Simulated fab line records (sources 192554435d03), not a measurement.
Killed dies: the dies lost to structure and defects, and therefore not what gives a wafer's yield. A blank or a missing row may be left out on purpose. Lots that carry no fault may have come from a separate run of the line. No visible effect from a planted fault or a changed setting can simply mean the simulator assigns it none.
fab line records | flow n5Finfet | part 2 of 2: steps 4 to 6 of 6
record: lots: 21 | wafers: 63 | lastDay: 18
route steps=1938 shown MOL_CONTACT_COAG@618 BEOL_M0_SAQP@672
lots that met no fault: from a run of the same line without faults
startH: the number of hours between the record's first day and the start of the first shown wafer of the lot | waitH: hours elapsed since this lot's preceding step | " unchanged from the row above | L1.1+2: a row that stands for several wafers | - value missing, or start not given | * or withheld: withheld | < > ~ a bound
route shown NAME@n: a module of which the file shows steps, and the number in the route of the first | usual: mean/standard deviation of fault-free wafers | same: alike in all rows | chamber/n: place in a boat | sites: readings site by site | _std_site: how widely they spread, as a standard deviation | _edge_site: mean of outer sites minus mean of inner sites | radiusMm: how far each site lies from the wafer's centre | mask NAME#n: copy n | behind: tool/chamber where the wafer was last shaped | hold: reason for holding the lot/hours on hold/outcome of the hold | device: the n, p or np transistor that did not switch | end of line: tests of these same wafers at the route's end | where a step has no rows: the recipe by itself | killed: dies that structure and defects cost at the first sort, which is not the same as the wafer's yield | map: the dies of a wafer, with x for killed, . for not killed, _ for no die there
set.NAME: the setting the step ran with; set.NAME@STEP: the setting that earlier step ran with | model.NAME: the simulator's own value behind a step, which no gauge read
the route's steps for a sample of lots (tables are steps, rows are wafers)
services: from which hour (startH, from the record's first day; less than 0 if before it) a tool's chamber was out of use, for how many hours, and why
== steps ==
step: N5_BEOL_M0_SAQP_STRIP_108
recipe: chemistry: N2/H2 | powerW: 500 | tempC: 40 | pressureMtorr: 50 | rfFrequencyHz: 6e+07 | overashFraction: 0.3 | biasPowerW: 28 | h2Frac: 0.5 | n2FlowSccm: 300 | h2FlowSccm: 300
usual: drypumpMotorCurrentA: 6.0/0.39 | oesProductAu: 0.78/0.1 | rfVppV: 121.9/0.91 | showerheadPlenumPTorr: 3.35/0.084 | throttleValvePct: 18.9/0.4
lot.wafer | tool       | chamber | startH | waitH | drypumpMotorCurrentA | oesProductAu | rfHoursCounterH | rfVppV | showerheadPlenumPTorr | throttleValvePct
L074.3    | rieDiel-02 | 2       | 110.93 | 0.0   | 5.7                  | 0.67         | 224             | 121.0  | 3.19                  | 19.3
L074.4    | "          | 3       | "      | "     | 5.8                  | 0.76         | 162             | 121.1  | 3.23                  | 19.0
L074.6    | "          | 0       | "      | "     | 6.7                  | 0.93         | -               | 123.2  | 3.42                  | 18.1
L075.1    | rieDiel-01 | 3       | 124.42 | 0.0   | 5.9                  | 0.72         | 184             | 123.0  | 3.34                  | 19.4
L075.2    | "          | 0       | "      | "     | 6.2                  | 0.69         | 243             | 121.7  | 3.40                  | 18.7
L075.4    | "          | 2       | "      | "     | 6.0                  | 0.73         | 145             | 120.2  | 3.48                  | 19.2
L078.1    | rieDiel-03 | 3       | 135.63 | 0.0   | 6.5                  | 0.70         | 195             | 122.2  | 3.46                  | 19.1
L078.4    | "          | 1       | "      | "     | 5.9                  | 0.69         | 248             | 122.0  | 3.30                  | 18.6
L078.5    | "          | 3       | "      | "     | 6.5                  | 0.71         | -               | 122.3  | 3.46                  | 19.1
L079.3    | rieDiel-03 | 0       | 137.48 | 0.0   | 5.3                  | 0.81         | 96              | 124.4  | 3.37                  | 18.6
L079.4    | "          | 3       | "      | "     | 6.5                  | 0.71         | 195             | 122.0  | 3.46                  | 19.1
L079.6    | "          | 3       | "      | "     | 6.4                  | 0.70         | -               | 123.2  | 3.46                  | 19.1
L080.1    | rieDiel-03 | 0       | 144.07 | 0.0   | 5.2                  | 0.80         | 98              | 120.3  | 3.37                  | 18.6
L080.3    | "          | 2       | "      | "     | 6.6                  | 0.72         | 204             | 120.7  | 3.32                  | 19.1
L080.4    | "          | 0       | "      | "     | 5.3                  | 0.80         | -               | 121.5  | 3.37                  | 18.6
L081.2    | rieDiel-03 | 2       | 152.21 | 0.0   | 6.6                  | 0.72         | 207             | 122.5  | 3.32                  | 19.1
L081.3    | "          | 3       | "      | "     | 6.5                  | 0.71         | 200             | 122.0  | 3.45                  | 19.1
L081.5    | "          | 2       | "      | "     | 6.5                  | 0.73         | -               | 121.4  | 3.32                  | 19.1
L082.3    | rieDiel-01 | 1       | 158.61 | 0.0   | 6.1                  | 0.93         | 23              | 121.9  | 3.29                  | 18.7
L082.4    | "          | 2       | "      | "     | 6.0                  | 0.72         | 156             | 121.8  | 3.47                  | 19.2
L082.6    | "          | 2       | "      | "     | 6.0                  | 0.72         | -               | 122.5  | 3.47                  | 19.2
L083.4    | rieDiel-03 | 2       | 163.80 | 0.0   | 6.6                  | 0.72         | -               | 122.1  | 3.32                  | 19.1
L083.5    | "          | 1       | "      | "     | 5.8                  | 1.02         | -               | 121.3  | 3.30                  | 18.1
L083.6    | "          | 0       | "      | "     | 5.3                  | 0.80         | -               | 122.0  | 3.37                  | 18.6
L084.2    | rieDiel-01 | 0       | 175.28 | 0.0   | 6.2                  | 0.96         | 6               | 121.9  | 3.39                  | 18.3
L084.4    | "          | 2       | "      | "     | 6.1                  | 0.71         | 162             | 123.1  | 3.47                  | 19.2
L084.6    | "          | 1       | "      | "     | 6.1                  | 0.91         | -               | 120.8  | 3.29                  | 18.7
L085.1    | rieDiel-01 | 0       | 177.17 | 0.0   | 6.2                  | 0.98         | 7               | 121.3  | 3.39                  | 18.3
L085.2    | "          | 2       | "      | "     | 6.0                  | 0.72         | 163             | 122.9  | 3.47                  | 19.2
L085.6    | "          | 3       | "      | "     | 5.8                  | 0.72         | -               | 122.1  | 3.33                  | 19.5
L087.2    | rieDiel-01 | 3       | 194.40 | 0.0   | 5.9                  | 0.72         | 206             | 120.9  | 3.33                  | 19.5
L087.3    | "          | 2       | "      | "     | 6.1                  | 0.72         | 167             | 122.2  | 3.47                  | 19.2
L087.6    | "          | 3       | "      | "     | 5.9                  | 0.72         | -               | 122.9  | 3.33                  | 19.5
L088.1    | rieDiel-01 | 1       | 194.63 | 0.0   | 6.1                  | 0.91         | 33              | 120.9  | 3.29                  | 18.7
L088.2    | "          | 3       | "      | "     | 5.8                  | 0.71         | 206             | 122.1  | 3.33                  | 19.5
L088.3    | "          | 2       | "      | "     | 6.1                  | 0.72         | 167             | 121.5  | 3.47                  | 19.2
L089.2    | rieDiel-02 | 2       | 202.18 | 0.0   | 5.7                  | 0.65         | 249             | 121.8  | 3.18                  | 19.4
L089.4    | "          | 1       | "      | "     | 5.7                  | 0.73         | 165             | 121.7  | 3.19                  | 19.0
L089.6    | "          | 2       | "      | "     | 5.7                  | 0.65         | -               | 120.7  | 3.18                  | 19.4
L090.1    | rieDiel-01 | 3       | 207.12 | 0.0   | 5.9                  | 0.71         | 212             | 121.9  | 3.32                  | 19.5
L090.3    | "          | 0       | "      | "     | 6.2                  | 0.93         | 16              | 123.5  | 3.39                  | 18.3
L090.5    | "          | 2       | "      | "     | 6.0                  | 0.71         | -               | 122.3  | 3.46                  | 19.2
L091.1    | rieDiel-02 | 1       | 217.65 | 0.0   | 5.8                  | 0.74         | 171             | 120.2  | 3.19                  | 19.0
L091.2    | "          | 3       | "      | "     | 5.9                  | 0.73         | 193             | 123.4  | 3.21                  | 19.1
L091.4    | "          | 1       | "      | "     | 5.8                  | 0.73         | -               | 119.5  | 3.19                  | 19.0
L092.1    | rieDiel-03 | 1       | 218.24 | 0.0   | 5.9                  | 0.95         | 17              | 121.8  | 3.29                  | 18.2
L092.3    | "          | 3       | "      | "     | 6.4                  | 0.69         | 216             | 122.2  | 3.45                  | 19.1
L092.4    | "          | 2       | "      | "     | 6.6                  | 0.71         | 229             | 122.0  | 3.31                  | 19.2
L093.1    | rieDiel-03 | 2       | 232.06 | 0.0   | 6.6                  | 0.71         | 233             | 122.7  | 3.31                  | 19.1
L093.5    | "          | 1       | "      | "     | 5.8                  | 0.94         | -               | 122.9  | 3.29                  | 18.2
L093.6    | "          | 0       | "      | "     | 5.3                  | 0.78         | -               | 121.5  | 3.36                  | 18.7
L094.2    | rieDiel-03 | 0       | 237.26 | 0.0   | 5.3                  | 0.78         | 127             | 120.9  | 3.35                  | 18.7
L094.3    | "          | 1       | "      | "     | 5.9                  | 0.93         | 24              | 122.1  | 3.29                  | 18.2
L094.5    | "          | 1       | "      | "     | 5.8                  | 0.93         | -               | 122.3  | 3.29                  | 18.2
L095.1    | rieDiel-01 | 2       | 237.74 | 0.0   | 6.1                  | 0.71         | 180             | 121.7  | 3.46                  | 19.2
L095.2    | "          | 3       | "      | "     | 5.9                  | 0.70         | 219             | 121.1  | 3.32                  | 19.5
L095.4    | "          | 1       | "      | "     | 6.1                  | 0.89         | 42              | 121.5  | 3.28                  | 18.8
L096.4    | rieDiel-01 | 0       | 248.37 | 0.0   | 6.2                  | 0.93         | 25              | 121.9  | 3.38                  | 18.3
L096.5    | "          | 2       | "      | "     | 6.0                  | 0.71         | -               | 122.9  | 3.46                  | 19.2
L096.6    | "          | 3       | "      | "     | 5.9                  | 0.71         | -               | 120.8  | 3.32                  | 19.5
L097.2    | rieDiel-02 | 0       | 251.45 | 0.0   | 6.7                  | 0.85         | 72              | 122.7  | 3.40                  | 18.2
L097.4    | "          | 3       | "      | "     | 5.9                  | 0.73         | 200             | 121.9  | 3.20                  | 19.1
L097.5    | "          | 1       | "      | "     | 5.8                  | 0.73         | -               | 120.1  | 3.19                  | 19.0
step: N5_BEOL_M0_SAQP_CD_MEAS_29
recipe: targetCdNm: 14.4 | landingEnergyEv: 1000 | detector: seInlens
usual: cdNm: 14.93/0.2
lot.wafer | tool     | chamber | startH | waitH | cdNm
L074.3    | cdSem-01 | 0       | 111.89 | 0.1   | 15.12
L074.4    | "        | 0       | "      | "     | 15.12
L074.6    | "        | 0       | "      | "     | 15.02
L075.1    | cdSem-03 | 0       | 125.41 | 0.1   | 14.92
L075.2    | "        | 0       | "      | "     | 14.78
L075.4    | "        | 0       | "      | "     | 15.46
L078.1    | cdSem-01 | 0       | 136.59 | 0.1   | 15.05
L078.4    | "        | 0       | "      | "     | 15.14
L078.5    | "        | 0       | "      | "     | 14.80
L079.3    | cdSem-01 | 0       | 138.95 | 0.1   | 15.11
L079.4    | "        | 0       | "      | "     | 14.93
L079.6    | "        | 0       | "      | "     | 15.05
L080.1    | cdSem-03 | 0       | 145.10 | 0.1   | 14.88
L080.3    | "        | 0       | "      | "     | 14.86
L080.4    | "        | 0       | "      | "     | 14.48
L081.2    | cdSem-01 | 0       | 153.17 | 0.1   | 15.18
L081.3    | "        | 0       | "      | "     | 14.72
L081.5    | "        | 0       | "      | "     | 14.73
L082.3    | cdSem-01 | 0       | 160.15 | 0.1   | 15.14
L082.4    | "        | 0       | "      | "     | 15.06
L082.6    | "        | 0       | "      | "     | 14.81
L083.4    | cdSem-01 | 0       | 164.87 | 0.0   | 15.05
L083.5    | "        | 0       | "      | "     | 14.78
L083.6    | "        | 0       | "      | "     | 14.51
L084.2    | cdSem-03 | 0       | 176.56 | 0.1   | 15.09
L084.4    | "        | 0       | "      | "     | 15.02
L084.6    | "        | 0       | "      | "     | 15.08
L085.1    | cdSem-01 | 0       | 178.23 | 0.1   | 14.74
L085.2    | "        | 0       | "      | "     | 14.92
L085.6    | "        | 0       | "      | "     | 15.01
L087.2    | cdSem-02 | 0       | 195.36 | 0.1   | 14.86
L087.3    | "        | 0       | "      | "     | 14.95
L087.6    | "        | 0       | "      | "     | 14.92
L088.1    | cdSem-01 | 0       | 195.59 | 0.1   | 14.89
L088.2    | "        | 0       | "      | "     | 14.95
L088.3    | "        | 0       | "      | "     | 14.81
L089.2    | cdSem-03 | 0       | 203.36 | 0.1   | 14.98
L089.4    | "        | 0       | "      | "     | 14.64
L089.6    | "        | 0       | "      | "     | 15.51
L090.1    | cdSem-02 | 0       | 208.13 | 0.1   | 14.77
L090.3    | "        | 0       | "      | "     | 14.75
L090.5    | "        | 0       | "      | "     | 14.83
L091.1    | cdSem-02 | 0       | 218.95 | 0.1   | 14.70
L091.2    | "        | 0       | "      | "     | 14.99
L091.4    | "        | 0       | "      | "     | 15.03
L092.1    | cdSem-01 | 0       | 219.68 | 0.1   | 14.67
L092.3    | "        | 0       | "      | "     | 14.70
L092.4    | "        | 0       | "      | "     | 14.63
L093.1    | cdSem-03 | 0       | 233.01 | 0.1   | 14.98
L093.5    | "        | 0       | "      | "     | 15.36
L093.6    | "        | 0       | "      | "     | 14.98
L094.2    | cdSem-03 | 0       | 240.03 | 0.1   | 14.79
L094.3    | "        | 0       | "      | "     | 14.91
L094.5    | "        | 0       | "      | "     | 15.12
L095.1    | cdSem-01 | 0       | 240.16 | 0.1   | 14.85
L095.2    | "        | 0       | "      | "     | 15.14
L095.4    | "        | 0       | "      | "     | 15.11
L096.4    | cdSem-01 | 0       | 250.11 | 0.1   | 15.15
L096.5    | "        | 0       | "      | "     | 14.92
L096.6    | "        | 0       | "      | "     | 15.10
L097.2    | cdSem-01 | 0       | 252.41 | 0.1   | 14.76
L097.4    | "        | 0       | "      | "     | 14.76
L097.5    | "        | 0       | "      | "     | 14.85
step: N5_BEOL_M0_SAQP_DESCUM_45
recipe: chemistry: O2 | timeS: 7 | sourcePowerW: 50 | biasPowerW: 20 | pressureMtorr: 20 | rfFrequencyHz: 2.712e+07 | tempC: 40 | resist: CAR-EUV | o2FlowSccm: 225
usual: drypumpMotorCurrentA: 6.0/0.4 | oesProductAu: 0.78/0.098 | rfVppV: 243.0/1.4 | showerheadPlenumPTorr: 2.08/0.07 | throttleValvePct: 20.41/0.27
lot.wafer | tool       | chamber | startH | waitH | drypumpMotorCurrentA | oesProductAu | rfHoursCounterH | rfVppV | showerheadPlenumPTorr | throttleValvePct
L074.3    | rieDiel-02 | 1       | 112.31 | 0.0   | 5.7                  | 0.77         | 136             | 241.5  | 2.02                  | 20.92
L074.4    | "          | 2       | "      | "     | 5.7                  | 0.67         | 224             | 241.0  | 1.96                  | 20.66
L074.6    | "          | 1       | "      | "     | 5.7                  | 0.76         | -               | 242.8  | 2.02                  | 20.91
L075.1    | rieDiel-01 | 1       | 125.84 | 0.0   | 6.1                  | 0.94         | 11              | 243.2  | 2.06                  | 20.55
L075.2    | "          | 2       | "      | "     | 6.0                  | 0.73         | 146             | 244.2  | 2.17                  | 20.53
L075.4    | "          | 0       | "      | "     | 6.2                  | 0.69         | 244             | 245.0  | 2.11                  | 20.31
L078.1    | rieDiel-02 | 0       | 137.02 | 0.0   | 6.7                  | 0.91         | 38              | 244.6  | 2.15                  | 20.12
L078.4    | "          | 3       | "      | "     | 5.8                  | 0.75         | 170             | 241.9  | 1.99                  | 20.10
L078.5    | "          | 0       | "      | "     | 6.7                  | 0.91         | -               | 244.3  | 2.15                  | 20.10
L079.3    | rieDiel-02 | 3       | 139.38 | 0.0   | 5.8                  | 0.75         | 171             | 241.8  | 1.99                  | 20.07
L079.4    | "          | 1       | "      | "     | 5.7                  | 0.75         | 145             | 242.1  | 2.02                  | 20.90
L079.6    | "          | 3       | "      | "     | 5.9                  | 0.75         | -               | 241.5  | 1.99                  | 20.09
L080.1    | rieDiel-02 | 3       | 145.53 | 0.0   | 5.8                  | 0.75         | 173             | 242.5  | 1.99                  | 20.11
L080.3    | "          | 2       | "      | "     | 5.7                  | 0.67         | 233             | 240.8  | 1.96                  | 20.66
L080.4    | "          | 1       | "      | "     | 5.7                  | 0.75         | 148             | 241.6  | 2.02                  | 20.90
L081.2    | rieDiel-01 | 3       | 153.61 | 0.0   | 5.9                  | 0.72         | 194             | 244.0  | 2.06                  | 20.32
L081.3    | "          | 2       | "      | "     | 6.0                  | 0.72         | 155             | 244.5  | 2.16                  | 20.52
L081.5    | "          | 2       | "      | "     | 6.0                  | 0.72         | -               | 243.3  | 2.16                  | 20.52
L082.3    | rieDiel-01 | 2       | 160.70 | 0.0   | 6.0                  | 0.72         | 157             | 245.3  | 2.16                  | 20.54
L082.4    | "          | 3       | "      | "     | 5.9                  | 0.73         | 196             | 244.5  | 2.06                  | 20.31
L082.6    | "          | 1       | "      | "     | 6.1                  | 0.92         | -               | 242.7  | 2.06                  | 20.55
L083.4    | rieDiel-02 | 0       | 165.46 | 0.1   | 6.6                  | 0.91         | -               | 243.3  | 2.15                  | 20.10
L083.5    | "          | 1       | "      | "     | 5.7                  | 0.75         | -               | 241.7  | 2.02                  | 20.92
L083.6    | "          | 2       | "      | "     | 5.7                  | 0.67         | -               | 241.6  | 1.95                  | 20.68
L084.2    | rieDiel-02 | 2       | 177.11 | 0.0   | 5.7                  | 0.65         | 242             | 242.4  | 1.95                  | 20.69
L084.4    | "          | 0       | "      | "     | 6.6                  | 0.88         | 51              | 243.1  | 2.14                  | 20.12
L084.6    | "          | 3       | "      | "     | 5.9                  | 0.74         | -               | 242.4  | 1.98                  | 20.13
L085.1    | rieDiel-02 | 1       | 178.91 | 0.2   | 5.7                  | 0.75         | 158             | 240.1  | 2.02                  | 20.94
L085.2    | "          | 0       | "      | "     | 6.7                  | 0.88         | 52              | 244.4  | 2.14                  | 20.11
L085.6    | "          | 0       | "      | "     | 6.6                  | 0.89         | -               | 244.0  | 2.14                  | 20.14
L087.2    | rieDiel-03 | 0       | 195.79 | 0.0   | 5.2                  | 0.78         | 115             | 244.2  | 2.12                  | 20.43
L087.3    | "          | 3       | "      | "     | 6.4                  | 0.70         | 210             | 244.0  | 2.16                  | 20.50
L087.6    | "          | 2       | "      | "     | 6.6                  | 0.71         | -               | 242.2  | 2.09                  | 20.54
L088.1    | rieDiel-03 | 2       | 196.05 | 0.1   | 6.6                  | 0.71         | 223             | 245.0  | 2.09                  | 20.56
L088.2    | "          | 3       | "      | "     | 6.4                  | 0.71         | 210             | 244.9  | 2.16                  | 20.50
L088.3    | "          | 0       | "      | "     | 5.2                  | 0.79         | 115             | 242.9  | 2.12                  | 20.45
L089.2    | rieDiel-01 | 3       | 204.57 | 0.8   | 5.9                  | 0.71         | 210             | 241.6  | 2.05                  | 20.35
L089.4    | "          | 0       | "      | "     | 6.2                  | 0.93         | -               | 243.0  | 2.10                  | 19.86
L089.6    | "          | 3       | "      | "     | 5.9                  | 0.71         | -               | 242.8  | 2.05                  | 20.35
L090.1    | rieDiel-01 | 0       | 208.56 | 0.0   | 6.2                  | 0.93         | 16              | 243.7  | 2.10                  | 19.88
L090.3    | "          | 3       | "      | "     | 5.9                  | 0.71         | 212             | 241.9  | 2.05                  | 20.36
L090.5    | "          | 2       | "      | "     | 6.1                  | 0.71         | -               | 244.3  | 2.16                  | 20.55
L091.1    | rieDiel-03 | 2       | 219.54 | 0.1   | 6.6                  | 0.71         | 229             | 240.3  | 2.09                  | 20.56
L091.2    | "          | 3       | "      | "     | 6.4                  | 0.69         | 216             | 243.9  | 2.16                  | 20.52
L091.4    | "          | 1       | "      | "     | 5.8                  | 0.95         | 18              | 243.4  | 2.04                  | 20.17
L092.1    | rieDiel-03 | 3       | 220.19 | 0.1   | 6.4                  | 0.69         | 217             | 245.8  | 2.16                  | 20.50
L092.3    | "          | 1       | "      | "     | 5.9                  | 0.94         | 18              | 242.3  | 2.04                  | 20.18
L092.4    | "          | 0       | "      | "     | 5.2                  | 0.78         | 122             | 244.4  | 2.12                  | 20.44
L093.1    | rieDiel-02 | 1       | 233.56 | 0.0   | 5.8                  | 0.74         | 175             | 241.8  | 2.01                  | 20.96
L093.5    | "          | 0       | "      | "     | 6.7                  | 0.88         | -               | 243.1  | 2.14                  | 20.15
L093.6    | "          | 1       | "      | "     | 5.7                  | 0.74         | -               | 241.4  | 2.01                  | 20.96
L094.2    | rieDiel-03 | 1       | 240.46 | 0.0   | 5.9                  | 0.92         | 25              | 242.7  | 2.04                  | 20.18
L094.3    | "          | 3       | "      | "     | 6.4                  | 0.69         | 221             | 245.1  | 2.16                  | 20.54
L094.5    | "          | 2       | "      | "     | 6.6                  | 0.70         | -               | 241.8  | 2.08                  | 20.56
L095.1    | rieDiel-02 | 3       | 240.72 | 0.0   | 5.8                  | 0.73         | 198             | 239.9  | 1.98                  | 20.14
L095.2    | "          | 1       | "      | "     | 5.8                  | 0.73         | 176             | 239.9  | 2.01                  | 20.96
L095.4    | "          | 0       | "      | "     | 6.7                  | 0.87         | 69              | 244.9  | 2.14                  | 20.15
L096.4    | rieDiel-02 | 1       | 250.67 | 0.2   | 5.7                  | 0.72         | 178             | 241.3  | 2.01                  | 20.96
L096.5    | "          | 3       | "      | "     | 5.8                  | 0.71         | -               | 241.6  | 1.98                  | 20.12
L096.6    | "          | 2       | "      | "     | 5.7                  | 0.98         | -               | 246.2  | 2.21                  | 20.35
L097.2    | rieDiel-01 | 0       | 252.84 | 0.0   | 6.2                  | 0.91         | 27              | 242.3  | 2.09                  | 19.89
L097.4    | "          | 2       | "      | "     | 6.0                  | 0.71         | 183             | 245.2  | 2.15                  | 20.57
L097.5    | "          | 0       | "      | "     | 6.2                  | 0.91         | -               | 243.4  | 2.09                  | 19.89
== services ==
tool       | chamber | startH | hours | kind
rieDiel-06 | 0       | 80.80  | 5.8   | repair
rieDiel-05 | 1       | 102.88 | 4.1   | repair
rieDiel-02 | 2       | 114.71 | 9.7   | repair
rieDiel-03 | 1       | 142.19 | -     | clean
rieDiel-03 | 1       | 142.19 | -     | consumableReplace:focusRing
rieDiel-03 | 1       | 142.19 | 18.4  | scheduledDown
rieDiel-03 | 1       | 142.19 | 18.4  | ventCycle
rieDiel-01 | 0       | 143.73 | -     | clean
rieDiel-01 | 0       | 143.73 | -     | consumableReplace:focusRing
rieDiel-01 | 0       | 143.73 | 12.9  | scheduledDown
rieDiel-01 | 0       | 143.73 | 12.9  | ventCycle
rieDiel-02 | 3       | 159.82 | 13.2  | repair
rieDiel-05 | 0       | 167.07 | 5.0   | repair
rieDiel-04 | 2       | 175.54 | 3.6   | repair
rieDiel-05 | 1       | 183.42 | 12.0  | repair
rieDiel-01 | -       | 185.38 | 2.8   | pm
rieDiel-02 | 2       | 203.25 | -     | clean
rieDiel-02 | 2       | 203.25 | -     | consumableReplace:focusRing
rieDiel-02 | 2       | 203.25 | -     | consumableReplace:showerhead
rieDiel-01 | 1       | 203.57 | 9.8   | repair
rieDiel-05 | -       | 205.16 | 0.7   | repair
rieDiel-05 | -       | 218.37 | 0.1   | repair
rieDiel-05 | 3       | 242.46 | 40.9  | repair
rieDiel-04 | 1       | 252.29 | 3.0   | repair
